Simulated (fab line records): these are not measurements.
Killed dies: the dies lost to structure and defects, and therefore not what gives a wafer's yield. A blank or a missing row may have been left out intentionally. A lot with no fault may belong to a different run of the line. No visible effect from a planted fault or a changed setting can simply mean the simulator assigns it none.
fab line records + flow n5-finfet
record
- lots=11
- wafers=32
- last-day=19
route steps=1938 shown BEOL_M5@1148
lots that met no fault: taken from a fault-free run of the same line
start-h: the number of hours between the record's first day and the start of the first shown wafer of the lot + wait-h: how many hours have passed since the lot's step before this one + " repeats the value in the row above + L1.1+2: a row that stands for several wafers + - no value present, or no start provided + * or withheld: withheld + < > ~ a bound
route shown NAME@n: NAME is a module with steps in the file, n the number in the route of the first one + usual: average and standard deviation across the fault-free wafers + same: alike in all rows + chamber/n: place in a boat + sites: each site's reading + _std_site: standard deviation across them + _edge_site: the outer-site mean with the inner-site mean subtracted + radius-mm: for every site, how far away it sits from the centre of the wafer + mask NAME#n: copy n + behind: the most recent tool/chamber to have shaped the wafer + hold: reason for holding the lot/hours on hold/outcome of the hold + device: names the non-switching transistor (n, p or np) + end of line: at the end of the route, the tests of the same wafers + for a step that has no rows: nothing shown but its recipe + killed: count of dies lost to structure and defects at first sort (not the wafer's yield) + map: a wafer's dies, x killed, . not, _ none there
set.NAME: setting as actually run; set.NAME@STEP: the setting as run at that earlier step + model.NAME: the simulator's own value behind a step, which no gauge read
route steps across a sampled set of lots; one table per step, one row per wafer
services: when a tool's chamber went out of use (start-h, in hours from the record's first day, below 0 if earlier), for how many hours, and the reason
## steps
# step N5_BEOL_M5_CD_MEAS_28
# recipe
- target-cd-nm=30.6
- landing-energy-ev=500
- detector=se-inlens
- target-cd-y-nm=20
- polarity=opening
# usual
- cd-nm=30.60/0.25
| lot.wafer | tool      | chamber | start-h | wait-h | cd-nm |
|-----------|-----------|---------|---------|--------|-------|
| L875.1    | cd-sem-03 | 0       | 213.89  | -      | 30.91 |
| L875.3    | "         | 0       | "       | "      | 30.97 |
| L875.6    | "         | 0       | "       | "      | 30.72 |
| L877.1    | cd-sem-01 | 0       | 230.31  | -      | 30.38 |
| L877.4    | "         | 0       | "       | "      | 30.59 |
| L877.5    | "         | 0       | "       | "      | 30.14 |
| L878.1    | cd-sem-02 | 0       | 243.35  | -      | 30.24 |
| L878.4    | "         | 0       | "       | "      | 30.78 |
| L878.5    | "         | 0       | "       | "      | 30.33 |
| L879.1    | cd-sem-02 | 0       | 249.35  | -      | 30.72 |
| L879.3    | "         | 0       | "       | "      | 30.63 |
| L879.4    | "         | 0       | "       | "      | 30.71 |
| L881.1    | cd-sem-02 | 0       | 265.67  | -      | 30.68 |
| L881.4    | "         | 0       | "       | "      | 31.01 |
| L881.6    | "         | 0       | "       | "      | 30.55 |
| L885.1    | cd-sem-01 | 0       | 281.95  | -      | 30.78 |
| L885.4    | "         | 0       | "       | "      | 30.59 |
| L885.6    | "         | 0       | "       | "      | 30.68 |
| L884.2    | cd-sem-01 | 0       | 282.04  | -      | 30.47 |
| L884.4    | "         | 0       | "       | "      | 30.63 |
| L884.6    | "         | 0       | "       | "      | 30.66 |
| L888.1    | cd-sem-02 | 0       | 294.22  | -      | 30.68 |
| L888.2    | "         | 0       | "       | "      | 30.81 |
| L888.5    | "         | 0       | "       | "      | 30.13 |
| L887.1    | cd-sem-02 | 0       | 311.71  | -      | 30.60 |
| L887.5    | "         | 0       | "       | "      | 30.54 |
| L887.6    | "         | 0       | "       | "      | 31.04 |
| L892.1    | cd-sem-03 | 0       | 334.10  | -      | 30.77 |
| L892.2    | "         | 0       | "       | "      | 30.70 |
| L898.2    | cd-sem-01 | 0       | 356.19  | -      | 30.72 |
| L898.3    | "         | 0       | "       | "      | 31.19 |
| L898.6    | "         | 0       | "       | "      | 30.80 |
# step N5_BEOL_M5_OVL_MEAS_29
# recipe
- points-per-wafer=522
# usual
- V4_OVL=-0.3/0.64
| lot.wafer | tool       | chamber | start-h | wait-h | V4_OVL[nm] |
|-----------|------------|---------|---------|--------|------------|
| L875.1    | overlay-02 | 0       | 213.92  | 0.0    | -0.7       |
| L875.3    | "          | 0       | "       | "      | 0.1        |
| L875.6    | "          | 0       | "       | "      | -1.2       |
| L877.1    | overlay-02 | 0       | 230.34  | 0.0    | -0.2       |
| L877.4    | "          | 0       | "       | "      | -0.7       |
| L877.5    | "          | 0       | "       | "      | -0.4       |
| L878.1    | overlay-01 | 0       | 243.38  | 0.0    | -0.5       |
| L878.4    | "          | 0       | "       | "      | -0.8       |
| L878.5    | "          | 0       | "       | "      | -0.6       |
| L879.1    | overlay-01 | 0       | 249.38  | 0.0    | -1.3       |
| L879.3    | "          | 0       | "       | "      | -1.5       |
| L879.4    | "          | 0       | "       | "      | -0.2       |
| L881.1    | overlay-02 | 0       | 265.70  | 0.0    | 0.4        |
| L881.4    | "          | 0       | "       | "      | 0.6        |
| L881.6    | "          | 0       | "       | "      | 0.4        |
| L885.1    | overlay-01 | 0       | 281.98  | 0.0    | 0.8        |
| L885.4    | "          | 0       | "       | "      | 0.5        |
| L885.6    | "          | 0       | "       | "      | 0.2        |
| L884.2    | overlay-01 | 0       | 282.07  | 0.0    | -0.1       |
| L884.4    | "          | 0       | "       | "      | 0.0        |
| L884.6    | "          | 0       | "       | "      | 0.1        |
| L888.1    | overlay-01 | 0       | 294.25  | 0.0    | -0.4       |
| L888.2    | "          | 0       | "       | "      | -0.1       |
| L888.5    | "          | 0       | "       | "      | 1.1        |
| L887.1    | overlay-01 | 0       | 311.74  | 0.0    | -0.1       |
| L887.5    | "          | 0       | "       | "      | 0.5        |
| L887.6    | "          | 0       | "       | "      | -0.4       |
| L892.1    | overlay-02 | 0       | 334.13  | 0.0    | 0.1        |
| L892.2    | "          | 0       | "       | "      | -0.7       |
| L898.2    | overlay-01 | 0       | 356.23  | 0.0    | 0.3        |
| L898.3    | "          | 0       | "       | "      | 0.3        |
| L898.6    | "          | 0       | "       | "      | 0.5        |
# step N5_BEOL_M5_ETCH_41
# recipe
- chemistry=CH3F/O2
- target=SiCN
- target-depth-a=315
- taper-deg=2
- time-s=56.7
- ion-energy-ev=120
- mask-material=TiN
- pressure-mtorr=30
- source-w=395
- bias-w=75
- Ar_flow_sccm=150
- CH3F_flow_sccm=30
- O2_flow_sccm=20
# usual
- bias-w=74.96/0.21
- chamber-pressure-mTorr=30.001/0.029
- drypump-motor-current-A=5.7/0.48
- oes-product-au=0.81/0.088
- rf-vpp-V=297.2/1.7
- showerhead-plenum-p-Torr=2.00/0.075
- throttle-valve-pct=16.37/0.28
| lot.wafer | tool        | chamber | start-h | wait-h | bias-w | chamber-pressure-mTorr | drypump-motor-current-A | oes-product-au | rf-hours-counter-h | rf-vpp-V | showerhead-plenum-p-Torr | throttle-valve-pct |
|-----------|-------------|---------|---------|--------|--------|------------------------|-------------------------|----------------|--------------------|----------|--------------------------|--------------------|
| L875.1    | rie-diel-05 | 0       | 214.31  | -      | 75.05  | 29.985                 | 5.8                     | 0.99           | 3                  | 297.5    | 1.97                     | 16.18              |
| L875.3    | "           | 3       | "       | "      | 74.77  | 30.055                 | 5.2                     | 0.71           | 213                | 296.9    | 1.98                     | 16.12              |
| L875.6    | "           | 2       | "       | "      | 75.13  | 29.939                 | 6.0                     | 0.75           | -                  | 298.9    | 2.08                     | 16.75              |
| L877.1    | rie-diel-05 | 1       | 230.73  | -      | 75.06  | 29.978                 | 5.7                     | 0.66           | 238                | 299.0    | 2.06                     | 16.46              |
| L877.4    | "           | 2       | "       | "      | 74.56  | 29.950                 | 5.9                     | 0.75           | 155                | 298.5    | 2.08                     | 16.75              |
| L877.5    | "           | 2       | "       | "      | 74.73  | 30.004                 | 6.0                     | 0.75           | -                  | 298.8    | 2.08                     | 16.76              |
| L878.1    | rie-diel-05 | 1       | 243.78  | -      | 75.09  | 30.008                 | 5.6                     | 0.67           | 243                | 298.0    | 2.06                     | 16.45              |
| L878.4    | "           | 3       | "       | "      | 74.79  | 29.979                 | 5.1                     | 0.69           | 222                | 296.0    | 1.97                     | 16.13              |
| L878.5    | "           | 0       | "       | "      | 75.24  | 30.007                 | 5.8                     | 0.94           | -                  | 297.1    | 1.97                     | 16.19              |
| L879.1    | rie-diel-02 | 1       | 249.76  | -      | 75.27  | 30.071                 | 6.6                     | 0.86           | 47                 | 299.6    | 2.11                     | 16.11              |
| L879.3    | "           | 0       | "       | "      | 75.13  | 30.030                 | 6.1                     | 0.94           | 9                  | 298.9    | 2.05                     | 15.73              |
| L879.4    | "           | 3       | "       | "      | 74.73  | 29.987                 | 5.2                     | 0.87           | 63                 | 298.0    | 2.03                     | 16.54              |
| L881.1    | rie-diel-05 | 3       | 266.10  | -      | 74.60  | 30.019                 | 5.2                     | 0.69           | 230                | 296.8    | 1.97                     | 16.14              |
| L881.4    | "           | 2       | "       | "      | 74.94  | 30.024                 | 6.0                     | 0.74           | -                  | 298.5    | 2.08                     | 16.78              |
| L881.6    | "           | 3       | "       | "      | 75.05  | 30.043                 | 5.1                     | 0.69           | -                  | 298.1    | 1.97                     | 16.16              |
| L885.1    | rie-diel-02 | 1       | 282.56  | -      | 75.14  | 30.014                 | 6.6                     | 0.85           | 57                 | 299.4    | 2.11                     | 16.13              |
| L885.4    | "           | 2       | "       | "      | 74.88  | 29.997                 | 5.3                     | 0.78           | 151                | 295.9    | 1.92                     | 16.43              |
| L885.6    | "           | 3       | "       | "      | 74.89  | 30.032                 | 5.2                     | 0.85           | -                  | 296.0    | 2.02                     | 16.57              |
| L884.2    | rie-diel-06 | 2       | 282.98  | -      | 74.94  | 30.015                 | 6.1                     | 0.87           | 47                 | 298.3    | 2.03                     | 16.38              |
| L884.4    | "           | 3       | "       | "      | 75.00  | 29.964                 | 6.0                     | 0.68           | 228                | 294.8    | 1.90                     | 16.68              |
| L884.6    | "           | 1       | "       | "      | 75.06  | 30.037                 | 6.5                     | 0.73           | -                  | 296.8    | 1.98                     | 16.71              |
| L888.1    | rie-diel-02 | 1       | 294.80  | -      | 75.10  | 30.010                 | 6.5                     | 0.83           | 61                 | 297.6    | 2.10                     | 16.15              |
| L888.2    | "           | 2       | "       | "      | 74.60  | 29.960                 | 5.3                     | 0.77           | 154                | 294.9    | 1.92                     | 16.41              |
| L888.5    | "           | 2       | "       | "      | 74.62  | 30.035                 | 5.3                     | 0.77           | -                  | 295.5    | 1.92                     | 16.41              |
| L887.1    | rie-diel-05 | 3       | 312.44  | -      | 74.90  | 29.996                 | 5.1                     | 0.69           | 245                | 295.6    | 1.97                     | 16.15              |
| L887.5    | "           | 1       | "       | "      | 74.83  | 29.980                 | 5.6                     | 0.97           | -                  | 297.8    | 2.05                     | 16.02              |
| L887.6    | "           | 3       | "       | "      | 74.87  | 29.986                 | 5.1                     | 0.68           | -                  | 296.2    | 1.97                     | 16.16              |
| L892.1    | rie-diel-02 | 0       | 334.85  | -      | 74.66  | 30.016                 | 6.1                     | 1.23           | 33                 | 298.2    | 2.05                     | 15.78              |
| L892.2    | "           | 1       | "       | "      | 74.70  | 29.983                 | 6.5                     | 0.82           | 73                 | 298.9    | 2.10                     | 16.16              |
| L898.2    | rie-diel-06 | 2       | 356.75  | -      | 75.03  | 29.947                 | 6.1                     | 0.83           | 66                 | 298.6    | 2.02                     | 16.45              |
| L898.3    | "           | 2       | "       | "      | 75.03  | 29.996                 | 6.1                     | 0.84           | -                  | 298.6    | 2.02                     | 16.43              |
| L898.6    | "           | 2       | "       | "      | 75.23  | 29.958                 | 6.1                     | 0.84           | -                  | 297.7    | 2.02                     | 16.44              |
# step N5_BEOL_M5_OCD_MEAS_38
# usual
- trench-depth-nm=71.7/1.3
| lot.wafer | tool   | chamber | start-h | wait-h | trench-depth-nm |
|-----------|--------|---------|---------|--------|-----------------|
| L875.1    | ocd-01 | -       | 214.43  | -      | 72.5            |
| L875.3    | "      | -       | "       | "      | 70.4            |
| L875.6    | "      | -       | "       | "      | 71.4            |
| L877.1    | ocd-01 | -       | 230.85  | -      | 68.7            |
| L877.4    | "      | -       | "       | "      | 72.1            |
| L877.5    | "      | -       | "       | "      | 71.0            |
| L878.1    | ocd-01 | -       | 243.90  | -      | 68.0            |
| L878.4    | "      | -       | "       | "      | 70.6            |
| L878.5    | "      | -       | "       | "      | 72.1            |
| L879.1    | ocd-01 | -       | 249.89  | -      | 72.4            |
| L879.3    | "      | -       | "       | "      | 73.9            |
| L879.4    | "      | -       | "       | "      | 74.1            |
| L881.1    | ocd-01 | -       | 266.23  | -      | 70.7            |
| L881.4    | "      | -       | "       | "      | 72.8            |
| L881.6    | "      | -       | "       | "      | 70.5            |
| L885.1    | ocd-02 | -       | 282.68  | -      | 72.0            |
| L885.4    | "      | -       | "       | "      | 72.1            |
| L885.6    | "      | -       | "       | "      | 72.2            |
| L884.2    | ocd-02 | -       | 283.10  | -      | 70.4            |
| L884.4    | "      | -       | "       | "      | 69.7            |
| L884.6    | "      | -       | "       | "      | 71.6            |
| L888.1    | ocd-02 | -       | 294.93  | -      | 71.2            |
| L888.2    | "      | -       | "       | "      | 71.9            |
| L888.5    | "      | -       | "       | "      | 72.0            |
| L887.1    | ocd-01 | -       | 312.56  | -      | 70.4            |
| L887.5    | "      | -       | "       | "      | 71.7            |
| L887.6    | "      | -       | "       | "      | 69.8            |
| L892.1    | ocd-01 | -       | 334.98  | -      | 72.4            |
| L892.2    | "      | -       | "       | "      | 72.1            |
| L898.2    | ocd-01 | -       | 356.93  | -      | 70.3            |
| L898.3    | "      | -       | "       | "      | 69.9            |
| L898.6    | "      | -       | "       | "      | 69.1            |
## services
| tool        | chamber | start-h | hours | kind                          |
|-------------|---------|---------|-------|-------------------------------|
| rie-diel-06 | 1       | 192.14  | 6.6   | repair                        |
| rie-diel-02 | 0       | 198.85  | -     | clean                         |
| rie-diel-02 | 0       | 198.85  | -     | consumable-replace:focus-ring |
| rie-diel-02 | 0       | 198.85  | 22.0  | scheduled-down                |
| rie-diel-02 | 0       | 198.85  | 22.0  | vent-cycle                    |
| rie-diel-06 | 3       | 210.04  | 5.9   | repair                        |
| rie-diel-05 | -       | 215.11  | 2.8   | pm                            |
| rie-diel-05 | 1       | 264.80  | -     | clean                         |
| rie-diel-05 | 1       | 264.80  | -     | consumable-replace:focus-ring |
| rie-diel-05 | 1       | 264.80  | 21.0  | scheduled-down                |
| rie-diel-05 | 1       | 264.80  | 21.0  | vent-cycle                    |
| rie-diel-06 | -       | 299.45  | 1.1   | repair                        |
| rie-diel-05 | 2       | 308.01  | 10.4  | repair                        |
| rie-diel-05 | 3       | 329.66  | -     | clean                         |
| rie-diel-05 | 3       | 329.66  | -     | consumable-replace:focus-ring |
| rie-diel-02 | 0       | 347.03  | 9.0   | repair                        |
| rie-diel-06 | 3       | 352.48  | -     | clean                         |
| rie-diel-06 | 3       | 352.48  | -     | consumable-replace:focus-ring |
| rie-diel-06 | 3       | 352.48  | -     | consumable-replace:showerhead |
| rie-diel-06 | 3       | 352.48  | 16.5  | scheduled-down                |
| rie-diel-06 | 3       | 352.48  | 16.5  | vent-cycle                    |
| rie-diel-06 | 1       | 354.73  | 9.2   | repair                        |
## key
first-sign
- step=N5_BEOL_M5_ETCH_41
- reading=oes-product-au
- direction=up
- sigmas=4.8
- usual=0.81
- struck=1.23
effect none on later readings
met-at N5_BEOL_M5_ETCH_41
struck-lots L892
struck-wafers L892.1
not-acting-at N5_BEOL_M5_CD_MEAS_28,N5_BEOL_M5_OVL_MEAS_29,N5_BEOL_M5_OCD_MEAS_38
onset-between 294.80 334.85
fault
- kind=process-parameter-drift
- tool=rie-diel-02
- chamber=-
- onset-h=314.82
- steps=N5_BEOL_M5_ETCH_41
- channel=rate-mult
- offset=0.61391
- shape=step
- end-h=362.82
- scope=struck-wafers-only
